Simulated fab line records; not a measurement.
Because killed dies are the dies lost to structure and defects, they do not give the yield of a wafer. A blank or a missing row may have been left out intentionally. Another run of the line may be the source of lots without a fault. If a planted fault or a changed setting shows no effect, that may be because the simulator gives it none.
fab line records | flow n5Finfet | part 1 of 2: steps 1 to 18 of 29
[record] lots = 5 | wafers = 15 | lastDay = 17
route steps=1938 shown HKMG_FIN@454 GATE_CUT@465
lots untouched by any fault: they come from a run of this same line in which no faults occurred
startH: hours from the record's opening day to when the first of the lot's shown wafers began | waitH: hours from the lot's prior step to this one | " repeats the value in the row above | L1.1+2: one row covering several wafers at once | - value missing, or start not given | * or withheld: withheld | < > ~ a bound
route shown NAME@n: names a module that has steps shown in the file, with the first one's number in the route | usual: mean/standard deviation of fault-free wafers | same: alike in all rows | chamber/n: place in a boat | sites: readings site by site | _std_site: how widely they spread, as a standard deviation | _edge_site: the outer-site mean with the inner-site mean subtracted | radiusMm: for every site, how far away it sits from the centre of the wafer | mask NAME#n: copy n | behind: the last tool/chamber to shape the wafer | hold: cause of the lot's hold/its duration in hours/its outcome | device: whichever transistor did not switch (one of n, p or np) | end of line: the tests these same wafers got at the end of their route | a step with no rows: only its recipe | killed: dies that structure and defects cost at the first sort, which is not the same as the wafer's yield | map: the dies of a wafer, with x for killed, . for not killed, _ for no die there
set.NAME: the setting as run; set.NAME@STEP: as run at that earlier step | model.NAME: the simulator's own value behind a step, which no gauge read
certain route steps with their lots: each step a table, each wafer a row
services: the hour from which a tool's chamber was out of use, counted from the record's first day as startH (under 0 if before that day), plus the number of hours and why
[[steps]]
[step N5_HKMG_FIN_ETCHBACK_68]
[recipe] chemistry = Cl2/Ar | stopOn = HfO2 | targetDepthA = 5 | pressureMtorr = 10 | icpW = 600 | biasW = 60 | Cl2_flow_sccm = 40 | Ar_flow_sccm = 60
[usual] drypumpMotorCurrentA = 5.7/0.5 | oesProductAu = 0.75/0.11 | throttleValvePct = 20.97/0.2
lot.wafer | tool        | chamber | startH | waitH | drypumpMotorCurrentA | oesProductAu | rfHoursCounterH | throttleValvePct
L074.1    | rieMetal-03 | 0       | 83.73  | 0.0   | 5.5                  | 0.87         | 15              | 20.96
L074.4    | "           | 0       | "      | "     | 5.5                  | 0.87         | -               | 20.94
L074.5    | "           | 1       | "      | "     | 5.7                  | 0.80         | -               | 20.68
L075.4    | rieMetal-02 | 0       | 89.22  | 0.1   | 4.8                  | 0.65         | -               | 20.70
L075.5    | "           | 0       | "      | "     | 4.8                  | 0.65         | -               | 20.69
L075.6    | "           | 1       | "      | "     | 6.2                  | 0.65         | -               | 21.06
L082.1    | rieMetal-01 | 0       | 125.32 | 0.0   | 5.5                  | 0.58         | 140             | 21.35
L082.2    | "           | 1       | "      | "     | 6.2                  | 0.84         | 24              | 21.08
L082.6    | "           | 0       | "      | "     | 5.5                  | 0.58         | -               | 21.36
L086.2    | rieMetal-01 | 1       | 150.56 | 0.1   | 6.2                  | 0.84         | -               | 21.08
L086.4    | "           | 1       | "      | "     | 6.2                  | 0.84         | -               | 21.08
L086.6    | "           | 1       | "      | "     | 6.2                  | 0.83         | -               | 21.08
L095.1    | rieMetal-01 | 1       | 204.65 | 0.0   | 6.2                  | 0.82         | 31              | 21.10
L095.3    | "           | 0       | "      | "     | 5.5                  | 0.92         | -               | 21.00
L095.5    | "           | 1       | "      | "     | 6.2                  | 0.81         | -               | 21.11
[step N5_HKMG_FIN_STRIP_69]
[recipe] chemistry = N2/H2 | powerW = 2500 | tempC = 300 | h2Frac = 0.65 | timeS = 360 | pressureMtorr = withheld | n2FlowSccm = 1750 | h2FlowSccm = 3250
[usual] drypumpMotorCurrentA = 5.91/0.12 | h2FlowSccm = 3250/10 | heaterPowerW = 484/34 | tempC = 300.00/0.22
lot.wafer | tool           | chamber | startH | waitH | drypumpMotorCurrentA | h2FlowSccm | heaterPowerW | rfHoursCounterH | tempC
L074.1    | plasmaAsher-01 | 1       | 83.87  | 0.1   | 6.00                 | 3256       | 530          | 94              | 299.51
L074.4    | "              | 1       | "      | "     | 5.98                 | 3252       | 536          | -               | 300.03
L074.5    | "              | 1       | "      | "     | 5.99                 | 3237       | 511          | -               | 299.90
L075.4    | plasmaAsher-02 | 0       | 89.44  | 0.2   | 5.67                 | 3252       | 476          | -               | 299.93
L075.5    | "              | 0       | "      | "     | 5.64                 | 3259       | 479          | -               | 300.00
L075.6    | "              | 1       | "      | "     | 5.92                 | 3236       | 460          | -               | 300.02
L082.1    | plasmaAsher-02 | 0       | 125.46 | 0.1   | 5.68                 | 3253       | 486          | 42              | 300.18
L082.2    | "              | 1       | "      | "     | 5.90                 | 3247       | 452          | 42              | 299.94
L082.6    | "              | 1       | "      | "     | 5.92                 | 3260       | 458          | -               | 300.13
L086.2    | plasmaAsher-02 | 1       | 150.78 | 0.2   | 5.87                 | 3270       | 452          | 47              | 300.17
L086.4    | "              | 0       | "      | "     | 5.63                 | 3249       | 494          | -               | 299.77
L086.6    | "              | 0       | "      | "     | 5.63                 | 3246       | 479          | -               | 299.75
L095.1    | plasmaAsher-02 | 1       | 204.79 | 0.1   | 5.91                 | 3262       | 441          | 56              | 300.17
L095.3    | "              | 0       | "      | "     | 5.64                 | 3243       | 482          | -               | 300.07
L095.5    | "              | 0       | "      | "     | 5.66                 | 3225       | 482          | -               | 300.07
[step N5_HKMG_FIN_ALD_21]
[recipe] material = TiN | targetThkA = 15 | tempC = 400 | aldPrecursorFamily = TiCl4 | aldCoReactant = NH3 | pulseTimeS = 1 | purgeTimeS = 3 | coReactantPurgeTimeS = 2 | coReactantPulseTimeS = 2 | aldCycles = 68 | pressureTorr = 3
[usual] heaterPowerW = 923/110 | precursorPulseHeightRel = 1.000/0.021
[same] pulseTimeS = 1
lot.wafer | tool        | chamber | startH | waitH | heaterPowerW | precursorPulseHeightRel
L074.1    | aldMetal-04 | 2       | 84.25  | 0.3   | 950          | 0.972
L074.4    | "           | 1       | "      | "     | 952          | 1.021
L074.5    | "           | 3       | "      | "     | 1102         | 1.024
L075.4    | aldMetal-02 | 3       | 89.71  | 0.1   | 820          | 1.022
L075.5    | "           | 0       | "      | "     | 911          | 0.992
L075.6    | "           | 1       | "      | "     | 851          | 1.000
L082.1    | aldMetal-04 | 3       | 125.84 | 0.3   | 1117         | 0.975
L082.2    | "           | 1       | "      | "     | 956          | 1.031
L082.6    | "           | 1       | "      | "     | 967          | 0.991
L086.2    | aldMetal-01 | 1       | 151.16 | 0.3   | 1106         | 0.998
L086.4    | "           | 3       | "      | "     | 736          | 0.986
L086.6    | "           | 0       | "      | "     | 914          | 0.989
L095.1    | aldMetal-01 | 3       | 205.18 | 0.3   | 757          | 1.006
L095.3    | "           | 1       | "      | "     | 1105         | 1.012
L095.5    | "           | 2       | "      | "     | 914          | 1.029
[step N5_HKMG_FIN_ALD_72]
[recipe] material = W | targetThkA = 20 | tempC = 300 | pressureTorr = 7.5 | aldPrecursorFamily = WF6 | aldCoReactant = B2H6 | pulseTimeS = 1 | purgeTimeS = 2 | coReactantPurgeTimeS = 2 | coReactantPulseTimeS = 3 | aldCycles = 7
[usual] heaterPowerW = 518/78 | precursorPulseHeightRel = 1.003/0.022
[same] pulseTimeS = 1
lot.wafer | tool    | chamber | startH | waitH | heaterPowerW | precursorPulseHeightRel
L074.1    | cvdW-01 | 1       | 84.62  | 0.2   | 606          | 1.008
L074.4    | "       | 1       | "      | "     | 588          | 1.008
L074.5    | "       | 1       | "      | "     | 616          | 0.971
L075.4    | cvdW-02 | 0       | 90.09  | 0.2   | 487          | 1.001
L075.5    | "       | 1       | "      | "     | 406          | 1.035
L075.6    | "       | 0       | "      | "     | 483          | 1.022
L082.1    | cvdW-01 | 0       | 126.20 | 0.2   | 579          | 1.037
L082.2    | "       | 1       | "      | "     | 603          | 1.024
L082.6    | "       | 1       | "      | "     | 593          | 1.025
L086.2    | cvdW-02 | 0       | 151.53 | 0.2   | 490          | 0.993
L086.4    | "       | 1       | "      | "     | 401          | 1.033
L086.6    | "       | 0       | "      | "     | 480          | 0.989
L095.1    | cvdW-01 | 1       | 205.54 | 0.2   | 617          | 1.027
L095.3    | "       | 0       | "      | "     | 601          | 0.988
L095.5    | "       | 0       | "      | "     | 600          | 1.007
[step N5_HKMG_FIN_W_FILL_22]
[recipe] material = W | targetThkA = 600 | tempC = 400 | pressureTorr = 39.4 | timeS = 18.2
[usual] heaterPowerW = 925/140 | throttleValvePct = 19.0/0.57
lot.wafer | tool    | chamber | startH | waitH | heaterPowerW | throttleValvePct
L074.1    | cvdW-01 | 1       | 84.68  | 0.0   | 1062         | 19.1
L074.4    | "       | 1       | "      | "     | 1066         | 19.2
L074.5    | "       | 1       | "      | "     | 1078         | 19.0
L075.4    | cvdW-02 | 0       | 90.14  | 0.0   | 876          | 18.7
L075.5    | "       | 1       | "      | "     | 740          | 18.5
L075.6    | "       | 0       | "      | "     | 859          | 18.5
L082.1    | cvdW-01 | 0       | 126.27 | 0.0   | 1046         | 19.8
L082.2    | "       | 1       | "      | "     | 1085         | 18.9
L082.6    | "       | 1       | "      | "     | 1071         | 19.3
L086.2    | cvdW-02 | 0       | 151.59 | 0.0   | 850          | 18.4
L086.4    | "       | 1       | "      | "     | 709          | 18.8
L086.6    | "       | 0       | "      | "     | 864          | 18.8
L095.1    | cvdW-01 | 1       | 205.60 | 0.0   | 1058         | 19.3
L095.3    | "       | 0       | "      | "     | 1050         | 20.0
L095.5    | "       | 0       | "      | "     | 1055         | 19.9
[step N5_HKMG_FIN_PRECLEAN_83]
[recipe] chemistry = DIW | timeS = 57.5 | tempC = 23
[usual] tempC = 23.01/0.12
lot.wafer | tool        | chamber | startH | waitH | tempC
L074.1    | wetBench-03 | 6       | 84.74  | 0.0   | 23.00
L074.4    | "           | 0       | "      | "     | 22.99
L074.5    | "           | 3       | "      | "     | 23.17
L075.4    | wetBench-01 | 3       | 90.19  | 0.0   | 23.14
L075.5    | "           | 1       | "      | "     | 22.96
L075.6    | "           | 4       | "      | "     | 23.08
L082.1    | wetBench-03 | 0       | 126.32 | 0.0   | 22.88
L082.2    | "           | 6       | "      | "     | 23.03
L082.6    | "           | 1       | "      | "     | 22.99
L086.2    | wetBench-04 | 6       | 151.65 | 0.0   | 23.15
L086.4    | "           | 0       | "      | "     | 22.94
L086.6    | "           | 3       | "      | "     | 23.03
L095.1    | wetBench-01 | 6       | 205.66 | 0.0   | 22.90
L095.3    | "           | 4       | "      | "     | 23.03
L095.5    | "           | 5       | "      | "     | 23.14
[step N5_HKMG_FIN_SRD_84]
[recipe] dryTimeS = 32 | dry = n2Spin | spinRpm = 1500
lot.wafer  | tool        | chamber | startH | waitH
L074.1+4+5 | wetBench-03 | 6,0,3   | 84.75  | 0.0
L075.4+5+6 | wetBench-01 | 3,1,4   | 90.21  | 0.0
L082.1+2+6 | wetBench-03 | 0,6,1   | 126.34 | 0.0
L086.2+4+6 | wetBench-04 | 6,0,3   | 151.66 | 0.0
L095.1+3+5 | wetBench-01 | 6,4,5   | 205.68 | 0.0
[step N5_HKMG_FIN_CMP_23]
[recipe] stopOn = SiNx | tOverpolishS = 10 | postCmpClean = rinseOnly | downForcePsi = 4 | platenRpm = 50.289 | padVelocityMS = 1.0006 | targetThkNm = 46.326
[usual] headPressurePsi = 4.001/0.0087 | motorCurrentA = 12.1/0.94 | overpolishRunS = 10.000/0.0094 | slurryFilterDpKPa = 13.51/0.13 | timeToEndpointS = 11.0/1.9
lot.wafer | tool   | chamber | startH | waitH | headPressurePsi | motorCurrentA | overpolishRunS | slurryFilterDpKPa | timeToEndpointS
L074.4    | cmp-04 | 3       | 84.79  | 0.0   | 4.008           | 11.8          | 9.987          | 13.57             | 11.5
L074.1    | "      | 1       | "      | "     | 3.986           | 11.8          | 9.986          | 13.61             | 9.8
L074.5    | "      | 0       | "      | "     | 3.986           | 11.4          | 10.012         | 13.52             | 11.5
L075.4    | cmp-03 | 1       | 90.48  | 0.3   | 4.002           | 11.6          | 10.001         | 13.49             | 14.2
L075.5    | "      | 2       | "      | "     | 4.009           | 11.0          | 9.999          | 13.35             | 12.5
L075.6    | "      | 3       | "      | "     | 3.995           | 10.8          | 9.999          | 13.32             | 12.8
L082.1    | cmp-04 | 3       | 126.38 | 0.0   | 4.007           | 12.5          | 9.991          | 13.50             | 14.1
L082.2    | "      | 1       | "      | "     | 3.990           | 12.8          | 10.009         | 13.68             | 12.7
L082.6    | "      | 0       | "      | "     | 3.987           | 11.4          | 10.013         | 13.40             | 11.5
L086.4    | cmp-04 | 2       | 151.78 | 0.1   | 3.999           | 13.0          | 10.004         | 13.66             | 13.4
L086.2    | "      | 0       | "      | "     | 3.997           | 11.7          | 9.985          | 13.60             | 11.9
L086.6    | "      | 1       | "      | "     | 3.993           | 12.0          | 9.997          | 13.48             | 9.2
L095.3    | cmp-03 | 1       | 205.75 | 0.1   | 3.995           | 12.1          | 10.001         | 13.46             | 10.1
L095.1    | "      | 3       | "      | "     | 3.995           | 10.8          | 10.013         | 13.37             | 10.0
L095.5    | "      | 1       | "      | "     | 3.994           | 11.5          | 10.016         | 13.39             | 9.5
[step N5_HKMG_FIN_CMP_94]
[recipe] stopOn = SiNx | postCmpClean = wDiluteNh4oh | tOverpolishS = 4.7 | downForcePsi = 4 | platenRpm = 50.289 | padVelocityMS = 1.0006 | targetThkNm = 43.299
[usual] headPressurePsi = 4.000/0.0093 | motorCurrentA = 12.1/0.86 | slurryFilterDpKPa = 13.51/0.15
lot.wafer | tool   | chamber | startH | waitH | headPressurePsi | motorCurrentA | slurryFilterDpKPa
L074.4    | cmp-04 | 3       | 85.27  | 0.4   | 4.026           | 12.4          | 13.60
L074.1    | "      | 1       | "      | "     | 3.998           | 11.7          | 13.75
L074.5    | "      | 0       | "      | "     | 4.013           | 11.9          | 13.37
L075.4    | cmp-03 | 1       | 90.81  | 0.2   | 4.004           | 11.8          | 13.40
L075.5    | "      | 2       | "      | "     | 4.003           | 10.0          | 13.16
L075.6    | "      | 3       | "      | "     | 3.995           | 10.4          | 13.77
L082.1    | cmp-04 | 3       | 126.86 | 0.4   | 3.995           | 11.7          | 13.45
L082.2    | "      | 1       | "      | "     | 3.990           | 12.1          | 13.42
L082.6    | "      | 0       | "      | "     | 3.995           | 11.8          | 13.68
L086.4    | cmp-04 | 2       | 152.21 | 0.3   | 4.017           | 12.9          | 13.85
L086.2    | "      | 0       | "      | "     | 3.997           | 12.3          | 13.22
L086.6    | "      | 1       | "      | "     | 3.992           | 11.6          | 13.36
L095.3    | cmp-03 | 1       | 206.23 | 0.4   | 3.995           | 11.7          | 13.34
L095.1    | "      | 3       | "      | "     | 3.989           | 10.5          | 13.36
L095.5    | "      | 1       | "      | "     | 4.006           | 11.6          | 13.71
[step N5_HKMG_FIN_INSPECT_28]
[recipe] inspectInstrument = darkfield | mode = postCmp
[usual] rawDefectCount = 37/13
lot.wafer | tool             | chamber | startH | waitH | rawDefectCount
L074.1    | defectInspect-01 | -       | 85.50  | 0.0   | 25
L074.4    | "                | -       | "      | "     | 27
L074.5    | "                | -       | "      | "     | 15
L075.4    | defectInspect-01 | -       | 90.96  | 0.0   | 38
L075.5    | "                | -       | "      | "     | 32
L075.6    | "                | -       | "      | "     | 24
L082.1    | defectInspect-01 | -       | 127.09 | 0.0   | 52
L082.2    | "                | -       | "      | "     | 31
L082.6    | "                | -       | "      | "     | 34
L086.2    | defectInspect-01 | -       | 152.41 | 0.0   | 15
L086.4    | "                | -       | "      | "     | 36
L086.6    | "                | -       | "      | "     | 34
L095.1    | defectInspect-02 | -       | 206.46 | 0.0   | 36
L095.3    | "                | -       | "      | "     | 43
L095.5    | "                | -       | "      | "     | 42
[step N5_GATE_CUT_ETCHBACK_00]
[recipe] chemistry = SF6/Cl2 | target = W | pressureMtorr = 8 | icpW = 900 | biasW = 80 | SF6_flow_sccm = 40 | Cl2_flow_sccm = 60
[usual] drypumpMotorCurrentA = 5.7/0.44 | oesProductAu = 0.75/0.11 | throttleValvePct = 27.62/0.22
lot.wafer | tool        | chamber | startH | waitH | drypumpMotorCurrentA | oesProductAu | rfHoursCounterH | throttleValvePct
L074.1    | rieMetal-01 | 0       | 85.53  | 0.0   | 5.5                  | 0.60         | 137             | 27.92
L074.4    | "           | 1       | "      | "     | 6.2                  | 0.86         | -               | 27.75
L074.5    | "           | 0       | "      | "     | 5.5                  | 0.60         | -               | 27.93
L075.4    | rieMetal-01 | 0       | 91.04  | 0.1   | 5.5                  | 0.59         | -               | 27.92
L075.5    | "           | 1       | "      | "     | 6.2                  | 0.85         | -               | 27.77
L075.6    | "           | 0       | "      | "     | 5.5                  | 0.60         | -               | 27.92
L082.1    | rieMetal-01 | 0       | 127.13 | 0.0   | 5.5                  | 0.59         | 140             | 27.92
L082.2    | "           | 1       | "      | "     | 6.2                  | 0.84         | 24              | 27.75
L082.6    | "           | 1       | "      | "     | 6.2                  | 0.85         | -               | 27.74
L086.2    | rieMetal-02 | 1       | 152.44 | 0.0   | 6.2                  | 0.65         | 94              | 27.75
L086.4    | "           | 0       | "      | "     | 4.8                  | 0.64         | -               | 27.31
L086.6    | "           | 1       | "      | "     | 6.2                  | 0.65         | -               | 27.76
L095.1    | rieMetal-03 | 1       | 206.50 | 0.0   | 5.7                  | 0.77         | 38              | 27.29
L095.3    | "           | 1       | "      | "     | 5.7                  | 0.78         | -               | 27.30
L095.5    | "           | 0       | "      | "     | 5.5                  | 0.83         | -               | 27.63
[step N5_GATE_CUT_ETCH_56]
[recipe] chemistry = Cl2/Ar | target = TiN | targetDepthA = 216 | pressureMtorr = 10 | icpW = 600 | biasW = 60 | Cl2_flow_sccm = 40 | Ar_flow_sccm = 60
[usual] drypumpMotorCurrentA = 5.7/0.44 | oesProductAu = 0.76/0.11 | throttleValvePct = 20.98/0.22
lot.wafer | tool        | chamber | startH | waitH | drypumpMotorCurrentA | oesProductAu | rfHoursCounterH | throttleValvePct
L074.1    | rieMetal-01 | 0       | 85.69  | 0.1   | 5.6                  | 0.59         | 137             | 21.31
L074.4    | "           | 1       | "      | "     | 6.2                  | 0.87         | -               | 21.06
L074.5    | "           | 0       | "      | "     | 5.5                  | 0.59         | -               | 21.34
L075.4    | rieMetal-01 | 0       | 91.19  | 0.1   | 5.6                  | 0.59         | -               | 21.34
L075.5    | "           | 1       | "      | "     | 6.2                  | 0.86         | -               | 21.06
L075.6    | "           | 0       | "      | "     | 5.6                  | 0.59         | -               | 21.34
L082.1    | rieMetal-01 | 0       | 127.25 | 0.1   | 5.5                  | 0.60         | 141             | 21.32
L082.2    | "           | 1       | "      | "     | 6.2                  | 0.85         | 24              | 21.07
L082.6    | "           | 1       | "      | "     | 6.2                  | 0.86         | -               | 21.06
L086.2    | rieMetal-02 | 1       | 152.56 | 0.1   | 6.2                  | 0.65         | 94              | 21.10
L086.4    | "           | 0       | "      | "     | 4.8                  | 0.65         | -               | 20.69
L086.6    | "           | 1       | "      | "     | 6.2                  | 0.65         | -               | 21.10
L095.1    | rieMetal-03 | 1       | 206.62 | 0.1   | 5.7                  | 0.78         | 38              | 20.71
L095.3    | "           | 1       | "      | "     | 5.7                  | 0.77         | -               | 20.68
L095.5    | "           | 0       | "      | "     | 5.5                  | 0.84         | -               | 20.96
[step N5_GATE_CUT_ETCHBACK_30]
[recipe] chemistry = Cl2/Ar | target = TiN | targetDepthA = 30 | mode = isotropic | pressureMtorr = 10 | icpW = 600 | biasW = 60 | Cl2_flow_sccm = 40 | Ar_flow_sccm = 60
[usual] drypumpMotorCurrentA = 5.7/0.44 | oesProductAu = 0.76/0.11 | throttleValvePct = 20.98/0.22
lot.wafer | tool        | chamber | startH | waitH | drypumpMotorCurrentA | oesProductAu | rfHoursCounterH | throttleValvePct
L074.1    | rieMetal-01 | 0       | 85.81  | 0.1   | 5.5                  | 0.60         | 137             | 21.32
L074.4    | "           | 1       | "      | "     | 6.2                  | 0.86         | -               | 21.07
L074.5    | "           | 0       | "      | "     | 5.5                  | 0.59         | -               | 21.34
L075.4    | rieMetal-01 | 0       | 91.28  | 0.1   | 5.5                  | 0.59         | -               | 21.33
L075.5    | "           | 1       | "      | "     | 6.2                  | 0.88         | -               | 21.06
L075.6    | "           | 0       | "      | "     | 5.5                  | 0.59         | -               | 21.34
L082.1    | rieMetal-01 | 0       | 127.34 | 0.1   | 5.5                  | 0.59         | 141             | 21.35
L082.2    | "           | 1       | "      | "     | 6.2                  | 0.86         | 24              | 21.07
L082.6    | "           | 1       | "      | "     | 6.2                  | 0.86         | -               | 21.06
L086.2    | rieMetal-02 | 1       | 152.65 | 0.1   | 6.2                  | 0.66         | 94              | 21.08
L086.4    | "           | 0       | "      | "     | 4.8                  | 0.65         | -               | 20.72
L086.6    | "           | 1       | "      | "     | 6.2                  | 0.66         | -               | 21.07
L095.1    | rieMetal-03 | 1       | 206.71 | 0.1   | 5.7                  | 0.78         | 38              | 20.69
L095.3    | "           | 1       | "      | "     | 5.7                  | 0.78         | -               | 20.69
L095.5    | "           | 0       | "      | "     | 5.5                  | 0.84         | -               | 20.96
[step N5_GATE_CUT_VAPOR_ETCH_60]
[recipe] chemistry = BCl3/Cl2 | target = HfO2 | mode = isotropic
[usual] drypumpMotorCurrentA = 5.7/0.45 | oesProductAu = 0.75/0.11
lot.wafer | tool        | chamber | startH | waitH | drypumpMotorCurrentA | oesProductAu
L074.1    | rieMetal-01 | 0       | 85.85  | 0.0   | 5.6                  | 0.59
L074.4    | "           | 1       | "      | "     | 6.2                  | 0.85
L074.5    | "           | 0       | "      | "     | 5.5                  | 0.60
L075.4    | rieMetal-01 | 0       | 91.32  | 0.0   | 5.5                  | 0.59
L075.5    | "           | 1       | "      | "     | 6.2                  | 0.85
L075.6    | "           | 0       | "      | "     | 5.5                  | 0.60
L082.1    | rieMetal-01 | 0       | 127.37 | 0.0   | 5.5                  | 0.59
L082.2    | "           | 1       | "      | "     | 6.2                  | 0.84
L082.6    | "           | 1       | "      | "     | 6.2                  | 0.86
L086.2    | rieMetal-02 | 1       | 152.68 | 0.0   | 6.2                  | 0.65
L086.4    | "           | 0       | "      | "     | 4.8                  | 0.65
L086.6    | "           | 1       | "      | "     | 6.2                  | 0.65
L095.1    | rieMetal-03 | 1       | 206.74 | 0.0   | 5.7                  | 0.78
L095.3    | "           | 1       | "      | "     | 5.7                  | 0.77
L095.5    | "           | 0       | "      | "     | 5.6                  | 0.82
[step N5_GATE_CUT_ETCH_58]
[recipe] chemistry = CH3F/O2 | target = SiNx | targetDepthA = 170 | timeS = 128.6 | ionEnergyEv = 50 | pressureMtorr = 30 | sourceW = 415 | biasW = 21 | Ar_flow_sccm = 150 | CH3F_flow_sccm = 30 | O2_flow_sccm = 20
[usual] drypumpMotorCurrentA = 5.7/0.38 | oesProductAu = 0.76/0.072 | rfVppV = 99.2/0.82 | showerheadPlenumPTorr = 2.01/0.066 | throttleValvePct = 16.39/0.2
lot.wafer | tool       | chamber | startH | waitH | drypumpMotorCurrentA | oesProductAu | rfHoursCounterH | rfVppV | showerheadPlenumPTorr | throttleValvePct
L074.1    | rieDiel-06 | 1       | 85.99  | 0.1   | 5.8                  | 0.76         | 122             | 98.8   | 1.93                  | 16.43
L074.4    | "          | 2       | "      | "     | 5.9                  | 0.75         | -               | 98.7   | 2.08                  | 16.38
L074.5    | "          | 0       | "      | "     | 5.7                  | 0.73         | -               | 98.5   | 2.06                  | 16.23
L075.4    | rieDiel-06 | 0       | 91.42  | 0.1   | 5.7                  | 0.72         | -               | 98.4   | 2.06                  | 16.26
L075.5    | "          | 2       | "      | "     | 5.9                  | 0.73         | -               | 98.9   | 2.08                  | 16.40
L075.6    | "          | 1       | "      | "     | 5.8                  | 0.75         | -               | 99.5   | 1.92                  | 16.44
L082.1    | rieDiel-06 | 0       | 127.42 | 0.0   | 5.7                  | 0.71         | 226             | 98.2   | 2.06                  | 16.24
L082.2    | "          | 2       | "      | "     | 5.9                  | 0.73         | 184             | 98.7   | 2.08                  | 16.40
L082.6    | "          | 1       | "      | "     | 5.7                  | 0.74         | -               | 99.7   | 1.92                  | 16.46
L086.2    | rieDiel-04 | 2       | 152.73 | 0.0   | 6.5                  | 0.64         | 299             | 97.7   | 1.95                  | 16.89
L086.4    | "          | 1       | "      | "     | 5.9                  | 0.68         | -               | 99.4   | 2.07                  | 16.52
L086.6    | "          | 2       | "      | "     | 6.5                  | 0.63         | -               | 99.7   | 1.95                  | 16.87
L095.1    | rieDiel-04 | 3       | 206.79 | 0.0   | 5.1                  | 0.75         | 151             | 98.8   | 2.01                  | 16.63
L095.3    | "          | 2       | "      | "     | 6.5                  | 0.95         | 9               | 98.5   | 1.95                  | 16.34
L095.5    | "          | 3       | "      | "     | 5.1                  | 0.77         | -               | 98.2   | 2.01                  | 16.63
[step N5_GATE_CUT_STRIP_59]
[recipe] chemistry = N2/H2 | timeS = 20 | powerW = 100 | tempC = 40 | pressureMtorr = 100 | rfFrequencyHz = 6e+07 | biasPowerW = 3 | n2FlowSccm = 300 | h2FlowSccm = 300
[usual] drypumpMotorCurrentA = 5.7/0.38 | h2FlowSccm = 300.0/0.92 | oesProductAu = 0.76/0.073 | rfVppV = 45.2/0.93 | showerheadPlenumPTorr = 3.39/0.1 | tempC = 39.99/0.12 | throttleValvePct = 12.25/0.23
lot.wafer | tool       | chamber | startH | waitH | drypumpMotorCurrentA | h2FlowSccm | oesProductAu | rfHoursCounterH | rfVppV | showerheadPlenumPTorr | tempC | throttleValvePct
L074.1    | rieDiel-06 | 1       | 86.09  | 0.1   | 5.8                  | 298.5      | 0.75         | 122             | 45.1   | 3.26                  | 39.96 | 12.23
L074.4    | "          | 2       | "      | "     | 5.9                  | 299.9      | 0.73         | -               | 45.5   | 3.50                  | 40.04 | 12.23
L074.5    | "          | 0       | "      | "     | 5.8                  | 299.9      | 0.72         | -               | 43.3   | 3.49                  | 39.88 | 12.22
L075.4    | rieDiel-06 | 0       | 91.50  | 0.0   | 5.8                  | 301.1      | 0.71         | -               | 45.3   | 3.49                  | 39.87 | 12.22
L075.5    | "          | 2       | "      | "     | 5.9                  | 299.4      | 0.73         | -               | 44.9   | 3.50                  | 39.94 | 12.24
L075.6    | "          | 1       | "      | "     | 5.8                  | 299.7      | 0.76         | -               | 44.0   | 3.25                  | 40.01 | 12.24
L082.1    | rieDiel-06 | 0       | 127.52 | 0.1   | 5.8                  | 300.7      | 0.71         | 226             | 44.8   | 3.48                  | 40.17 | 12.26
L082.2    | "          | 2       | "      | "     | 5.9                  | 298.3      | 0.73         | 184             | 44.5   | 3.49                  | 39.95 | 12.27
L082.6    | "          | 1       | "      | "     | 5.8                  | 299.0      | 0.75         | -               | 44.0   | 3.25                  | 39.99 | 12.27
L086.2    | rieDiel-04 | 2       | 152.89 | 0.1   | 6.5                  | 299.0      | 0.64         | 299             | 45.4   | 3.30                  | 39.82 | 12.81
L086.4    | "          | 1       | "      | "     | 5.9                  | 298.8      | 0.68         | -               | 44.9   | 3.48                  | 39.91 | 12.35
L086.6    | "          | 2       | "      | "     | 6.5                  | 298.7      | 0.64         | -               | 43.3   | 3.30                  | 40.15 | 12.82
L095.1    | rieDiel-04 | 3       | 206.89 | 0.1   | 5.1                  | 301.4      | 0.77         | 151             | 45.5   | 3.39                  | 39.86 | 12.52
L095.3    | "          | 2       | "      | "     | 6.5                  | 300.1      | 0.95         | 9               | 45.2   | 3.29                  | 40.09 | 12.07
L095.5    | "          | 3       | "      | "     | 5.1                  | 299.6      | 0.77         | -               | 44.8   | 3.39                  | 39.80 | 12.51
[step N5_GATE_CUT_PRECLEAN_31]
[recipe] tempC = 23 | chemistry = DIW | timeS = 300
[usual] tempC = 22.99/0.092
lot.wafer | tool        | chamber | startH | waitH | tempC
L074.1    | wetBench-05 | 0       | 86.17  | 0.1   | 22.99
L074.4    | "           | 2       | "      | "     | 23.14
L074.5    | "           | 1       | "      | "     | 23.00
L075.4    | wetBench-05 | 3       | 91.55  | 0.0   | 23.22
L075.5    | "           | 0       | "      | "     | 23.16
L075.6    | "           | 2       | "      | "     | 23.14
L082.1    | wetBench-02 | 3       | 127.60 | 0.1   | 23.01
L082.2    | "           | 2       | "      | "     | 22.85
L082.6    | "           | 4       | "      | "     | 22.92
L086.2    | wetBench-06 | 4       | 153.00 | 0.1   | 22.95
L086.4    | "           | 2       | "      | "     | 23.03
L086.6    | "           | 7       | "      | "     | 23.07
L095.1    | wetBench-06 | 2       | 206.97 | 0.1   | 22.91
L095.3    | "           | 5       | "      | "     | 22.99
L095.5    | "           | 4       | "      | "     | 23.01
[step N5_GATE_CUT_SRD_32]
[recipe] timeS = 30 | tempC = 23 | rinseLiquid = diw | dry = ipaMarangoni
[usual] tempC = 23.00/0.12
lot.wafer | tool        | chamber | startH | waitH | tempC
L074.1    | wetBench-05 | 0       | 86.27  | 0.0   | 22.85
L074.4    | "           | 2       | "      | "     | 23.13
L074.5    | "           | 1       | "      | "     | 23.12
L075.4    | wetBench-05 | 3       | 91.65  | 0.0   | 22.99
L075.5    | "           | 0       | "      | "     | 23.12
L075.6    | "           | 2       | "      | "     | 22.96
L082.1    | wetBench-02 | 3       | 127.69 | 0.0   | 23.01
L082.2    | "           | 2       | "      | "     | 23.26
L082.6    | "           | 4       | "      | "     | 22.96
L086.2    | wetBench-06 | 4       | 153.08 | 0.0   | 23.06
L086.4    | "           | 2       | "      | "     | 23.15
L086.6    | "           | 7       | "      | "     | 22.74
L095.1    | wetBench-06 | 2       | 207.06 | 0.0   | 22.94
L095.3    | "           | 5       | "      | "     | 22.94
L095.5    | "           | 4       | "      | "     | 23.04
